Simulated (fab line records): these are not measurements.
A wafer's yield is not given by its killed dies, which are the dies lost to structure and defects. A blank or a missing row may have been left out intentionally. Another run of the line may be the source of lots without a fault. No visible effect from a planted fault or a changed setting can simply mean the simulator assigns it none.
A lot that was struck, set against a sound lot    flow nand_harc    14 steps out of a route of 1159
Sound: wafers L426.1, L426.2, L426.6. Struck: wafers L427.2, L427.3, L427.4. The cause is given at the end.
Each step with rows lists, per side, the tool, then ch with its chambers, then its first start. Under that, the readings that differ: sound wafers    struck wafers    difference of the means    sigmas: that difference in standard deviations of wafers without a fault.
alike: words and numbers the same on both sides, and readings whose means are apart by under 2 such deviations; not compared: readings that were withheld, readings missing a value for some wafer, numbers with overlapping values and no deviation given by the record, and bounds like >300 which may hide the same value.
Wherever a step has rows on one side only, a row that says differs or no value, or a row with sigmas, the two part there. Numbers that don't overlap but have no deviation are shown without sigmas and don't part them. A reading missing from all wafers of one side parts the sides only when that side holds two or more wafers.

first, 1 step without rows for these wafers: NHARC_A_ONON_D1_DEP_03 (target thk 1000 nm).
NHARC_A_ONON_D1_THK_MEAS_05: measures by ellipsometry.
  sound on film_metro-01, day 8 04:49; struck on film_metro-01, day 9 05:50
reading      sound        struck        difference  sigmas
thk_nm (nm)  972 973 972  999 1000 999  +27         +2
next comes 1 step that has no rows for these wafers: NHARC_A_ONON_D1_DEP_06 (target thickness 1000 nm).
NHARC_A_ONON_D1_THK_MEAS_08: measures by ellipsometry.
  sound on film_metro-01, day 8 05:23; struck on film_metro-02, day 9 06:24
  alike: thk_nm
next comes 1 step that has no rows for these wafers: NHARC_A_ONON_D1_DEP_09 (target thickness 1000 nm).
NHARC_A_ONON_D1_THK_MEAS_11: measures by ellipsometry.
  sound on film_metro-02, day 8 05:57; struck on film_metro-01, day 9 06:58
  alike: thk_nm
next comes 1 step that has no rows for these wafers: NHARC_A_ONON_D1_DEP_12 (target thickness 1000 nm).
NHARC_A_ONON_D1_THK_MEAS_14: measures by ellipsometry.
  sound on film_metro-02, day 8 06:31; struck on film_metro-01, day 9 07:32
  alike: thk_nm
then, 2 steps without rows for these wafers: NHARC_A_ONON_D1_ANNEAL_15 (time 3600 s); NHARC_A_ONON_D1_DEP_16 (target thk 1000 nm).
NHARC_A_ONON_D1_THK_MEAS_18: measures by ellipsometry.
  sound on film_metro-02, day 8 14:37; struck on film_metro-01, day 9 14:58
  alike: thk_nm
NHARC_A_ONON_D1_DEP_19: target thk 1000 nm.
  sound on pecvd_onon-01 ch 0, day 8 14:40; struck on pecvd_onon-03 ch 0, day 9 15:05
  alike: nh3_flow_sccm
NHARC_A_ONON_D1_THK_MEAS_21: measures by ellipsometry.
  sound on film_metro-02, day 8 15:11; struck on film_metro-01, day 9 15:43
reading      sound           struck          difference  sigmas
thk_nm (nm)  1016 1015 1016  1682 1682 1682  +666        +93
  not compared: hold
NHARC_END_SORT_01:
  the record has rows for the sound wafers here (prober-01 ch 0, day 20 13:09) and none for the struck ones

## WHERE THEY PART
At NHARC_A_ONON_D1_THK_MEAS_05 first; at NHARC_END_SORT_01 last (within this record only).

WHY: whatever the simulator had introduced
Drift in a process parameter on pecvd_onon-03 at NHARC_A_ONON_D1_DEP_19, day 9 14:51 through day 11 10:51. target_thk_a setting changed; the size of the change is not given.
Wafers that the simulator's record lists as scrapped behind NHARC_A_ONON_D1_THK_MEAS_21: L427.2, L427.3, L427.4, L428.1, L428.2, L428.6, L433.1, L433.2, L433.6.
